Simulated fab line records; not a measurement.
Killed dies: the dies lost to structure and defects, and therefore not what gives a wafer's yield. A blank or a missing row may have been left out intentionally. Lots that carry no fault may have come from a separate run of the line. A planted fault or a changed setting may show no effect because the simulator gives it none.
Chamber matching -- flow n5 finfet -- rie diel-01 running N5_BEOL_M7_STRIP_36: 4 sister chambers
The step strips in N2/H2. 16 wafers are shown with their chamber, then 8 later ones without.

## EACH WAFER AND ITS CHAMBER
wafer,chamber,drypump motor current A (A),showerhead plenum p Torr (Torr),oes product au (a.u.)
L078.2,3,5.6,2.61,0.70
L078.3,0,6.2,2.40,0.70
L078.4,2,5.2,2.47,0.87
L084.1,1,6.1,2.49,0.69
L084.3,0,6.2,2.39,0.70
L084.4,3,5.6,2.61,0.71
L085.3,3,5.6,2.61,0.69
L085.5,1,6.1,2.49,0.70
L085.6,3,5.6,2.61,0.69
L093.4,2,5.2,2.47,0.84
L093.5,0,6.2,2.39,0.68
L093.6,3,5.6,2.60,0.69
L095.3,2,5.3,2.46,0.84
L095.4,0,6.2,2.39,0.68
L095.5,2,5.2,2.46,0.85
L094.1,2,5.2,2.46,0.83

SIGNATURES (means of the wafers above)
reading,chamber 0,chamber 1,chamber 2,chamber 3,scatter within a chamber
drypump motor current A,6.200,6.100,5.220,5.600,0.0258
showerhead plenum p Torr,2.3925,2.4900,2.4640,2.6080,0.00479
oes product au,0.6900,0.6950,0.8460,0.6960,0.0119
Rule: for each reading, subtract the chamber's mean from the wafer's reading, divide by that reading's scatter and square the result; add these up over the readings and take the root, which gives the wafer's distance from the chamber. The wafer belongs to the nearest chamber; if the next one is less than 2 further off, it can't be placed. The scatter: take each reading less its chamber's mean, square it, sum over the shown wafers, divide by the number of wafers less the number of chambers, and take the root.

## WAFERS MISSING THEIR CHAMBER
wafer,drypump motor current A (A),showerhead plenum p Torr (Torr),oes product au (a.u.)
L094.3,5.6,2.60,0.68
L094.5,5.6,2.60,0.69
L096.3,5.6,2.60,0.68
L096.5,6.1,2.48,0.97
L096.6,5.6,2.60,0.68
L097.1,5.3,2.46,0.82
L097.3,5.6,2.60,0.69
L097.5,6.1,2.48,0.96

## WHICH CHAMBER EACH WENT THROUGH
wafer,from the rows above,in truth
L094.3,3,3
L094.5,3,3
L096.3,3,3
L096.5,1,1
L096.6,3,3
L097.1,2,2
L097.3,3,3
L097.5,1,1
Placed correctly: 8 of 8. Can't be placed from these rows: 0. Placed wrongly: 0.
